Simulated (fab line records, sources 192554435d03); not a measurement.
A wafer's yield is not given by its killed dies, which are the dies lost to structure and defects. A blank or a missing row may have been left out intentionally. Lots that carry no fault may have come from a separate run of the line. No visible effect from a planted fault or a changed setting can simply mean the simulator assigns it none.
Chamber matching + flow n5-finfet + 3 sister chambers for N5_BEOL_M10_ILD_DEP_00 on pecvd-01
The step deposits SiCOH lowk from DEMS/porogen, target thk 308.51 nm, time 58 s. 3 wafers are shown with their chamber, then 7 later ones without.

## WAFERS PAIRED WITH THEIR CHAMBERS
| wafer  | chamber | throttle-valve-pct (%) |
|--------|---------|------------------------|
| L083.6 | 1       | 13.7                   |
| L087.3 | 0       | 13.8                   |
| L087.4 | 2       | 12.9                   |

## WAFERS MISSING THEIR CHAMBER
| wafer  | throttle-valve-pct (%) |
|--------|------------------------|
| L087.6 | 13.7                   |
| L092.3 | 12.7                   |
| L092.5 | 13.4                   |
| L092.6 | 13.1                   |
| L094.1 | 13.2                   |
| L094.5 | 13.0                   |
| L094.6 | 13.5                   |

## WHICH CHAMBER EACH WENT THROUGH
| wafer  | from the rows above          | in truth |
|--------|------------------------------|----------|
| L087.6 | can't be placed: 1 or 0      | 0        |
| L092.3 | 2                            | 2        |
| L092.5 | can't be placed: 1 or 0 or 2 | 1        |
| L092.6 | can't be placed: 2 or 1      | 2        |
| L094.1 | can't be placed: 2 or 1 or 0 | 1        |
| L094.5 | 2                            | 2        |
| L094.6 | can't be placed: 1 or 0 or 2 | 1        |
Correct placement for 2 of the 7. Unplaceable from these rows: 5, with the true chamber sitting among the candidates in 5. Placed wrongly: 0.
How it was worked out, from the rows above alone: a wafer's distance from a chamber is the root of the sum, over the readings, of the square of ((its reading less the chamber's mean) divided by the reading's scatter). If the next closest chamber is less than 2 further off than the closest, the wafer can't be placed; otherwise it belongs to the closest. For every chamber, the mean is computed from those of its wafers that are shown. The scatter: root of mean squared gap, hidden wafer to nearest shown wafer, with one shown wafer a chamber.
